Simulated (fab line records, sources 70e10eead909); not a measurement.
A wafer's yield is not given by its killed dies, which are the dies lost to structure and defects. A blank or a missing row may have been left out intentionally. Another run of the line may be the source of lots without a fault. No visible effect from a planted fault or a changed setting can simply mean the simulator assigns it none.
2 desks looking at one fault	flow nandHarc	each desk has only its own numbers; what lay behind them comes last

METROLOGY DESK
Lot by lot, what the gauges showed, no matter which tool ran the lot: averages of those sampled wafers that carry a number. A lot is out of limits, marked OUT, if its mean lies more than 4 standard deviations from the usual mean; the brackets give that distance.
Columns: A = thkNm at NHARC_A_ONON_D2_THK_MEAS_02, usual 1003 nm; B = thkNm at NHARC_A_ONON_D2_THK_MEAS_11, usual 1002 nm
lot	first seen here	A	B
L756	day 12 10:58	1004	999
L758	day 13 08:38	994	1013
L759	day 13 14:25	442 (-51) OUT	-
L760	day 14 13:19	454 (-50) OUT	-
L767	day 17 05:16	1014	1006
L768	day 18 11:19	1003	999
L770	day 18 11:24	1019	985
L769	day 18 18:34	998	1006
L772	day 19 09:02	1005	992
L771	day 19 15:57	1008	1024
L774	day 19 22:06	1003	1010
L775	day 20 22:20	1010	1016
L776	day 21 07:29	996	988
L778	day 21 13:34	1006	1008
This desk finds L759, L760 out of limits, L759 being first, at day 13 14:25 (thkNm at NHARC_A_ONON_D2_THK_MEAS_02). L756, L758, L767, L768, L770, L769, L772, L771, L774, L775, L776, L778 stayed within limits.

DESK OF THE TOOL OWNER: pecvdOnon-04
The tool's own readings at NHARC_A_ONON_D2_DEP_00 (target thk 1000 nm): means of the sampled wafers that have a number, for each lot that ran on this tool. A lot is out of limits, marked OUT, if its mean lies more than 4 standard deviations from the usual mean; the brackets give that distance.
Columns: A = n2oFlowSccm at NHARC_A_ONON_D2_DEP_00, usual 1999 sccm
lot	first seen here	A
L759	day 13 13:58	2004
L760	day 14 12:48	1999
L768	day 18 10:55	1995
L769	day 18 18:04	2003
L774	day 19 21:43	1997
L775	day 20 21:50	2001
This desk's finding: nothing out of limits on any of the 6 lots.

BROUGHT TOGETHER
At day 13 14:25 the metrology desk could have sounded an alarm, on L759, L760.
The desk of the tool owner found nothing out of limits.
On record at the tool owner's desk: L759, L760, within its limits.
All the named lots went through NHARC_A_ONON_D2_DEP_00 on pecvdOnon-04.

WHAT HAD BEEN PUT IN BY THE SIMULATOR
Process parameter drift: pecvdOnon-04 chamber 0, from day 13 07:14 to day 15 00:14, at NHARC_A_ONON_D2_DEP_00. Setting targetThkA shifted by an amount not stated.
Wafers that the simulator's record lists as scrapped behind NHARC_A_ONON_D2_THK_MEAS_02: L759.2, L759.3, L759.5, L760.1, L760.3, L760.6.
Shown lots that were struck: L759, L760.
Delay in hours, fault start to first out-of-limits reading, per desk: metrology desk 7.
